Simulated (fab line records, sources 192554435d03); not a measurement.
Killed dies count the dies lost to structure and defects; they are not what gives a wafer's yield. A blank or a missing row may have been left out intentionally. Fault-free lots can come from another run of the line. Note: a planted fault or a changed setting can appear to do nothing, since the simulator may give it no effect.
Matching of chambers -- flow n5-finfet -- 4 sister chambers for N5_BEOL_M0_CUTY_DESCUM_61 on rie-diel-05
The step chemistry O2, time 7.9 s. 16 wafers are shown with their chamber, then 8 later ones without.

EACH WAFER AND ITS CHAMBER
wafer,chamber,showerhead-plenum-p-Torr (Torr),throttle-valve-pct (%),drypump-motor-current-A (A)
L076.2,2,2.22,20.20,6.5
L076.3,1,2.10,20.62,5.4
L076.5,1,2.10,20.64,5.4
L077.2,2,2.22,20.23,6.5
L077.3,0,2.02,20.24,5.4
L077.5,2,2.22,20.21,6.4
L079.1,0,2.02,20.26,5.5
L079.2,2,2.22,20.24,6.5
L079.5,2,2.22,20.23,6.5
L084.2,3,2.06,20.59,5.7
L084.3,1,2.09,20.65,5.5
L084.4,2,2.22,20.25,6.5
L085.4,0,2.02,20.28,5.5
L085.5,1,2.09,20.64,5.5
L085.6,2,2.22,20.24,6.5
L087.2,1,2.09,20.65,5.4

SIGNATURES, as means of the wafers listed above
reading,chamber 0,chamber 1,chamber 2,chamber 3,scatter within a chamber
showerhead-plenum-p-Torr,2.0200,2.0940,2.2200,2.0600,0.00316
throttle-valve-pct,20.2600,20.6400,20.2286,20.5900,0.0165
drypump-motor-current-A,5.467,5.440,6.486,5.700,0.0476
Rule: a wafer lies at a distance from a chamber equal to the root of the sum of squares, over the readings, of (its reading less the chamber's mean, divided by the reading's scatter). If the next closest chamber is less than 2 further off than the closest, the wafer can't be placed; otherwise it belongs to the closest. The scatter is the square root of a quotient: the sum, over the shown wafers, of each reading's squared deviation from its chamber's mean, divided by wafers minus chambers.

WAFERS WHOSE CHAMBER IS MISSING
wafer,showerhead-plenum-p-Torr (Torr),throttle-valve-pct (%),drypump-motor-current-A (A)
L087.3,2.02,20.28,5.5
L087.6,2.21,20.26,6.5
L091.2,2.01,20.28,5.4
L091.4,2.05,20.61,5.7
L091.5,2.02,20.29,5.5
L094.2,2.05,20.62,5.8
L094.3,2.05,20.62,5.7
L094.6,2.21,20.27,6.5

CHAMBER TAKEN BY EACH
wafer,from the rows above,in truth
L087.3,0,0
L087.6,2,2
L091.2,0,0
L091.4,3,3
L091.5,0,0
L094.2,3,3
L094.3,3,3
L094.6,2,2
Placed correctly: 8 of 8. Number that these rows cannot place: 0. 0 placed wrongly.
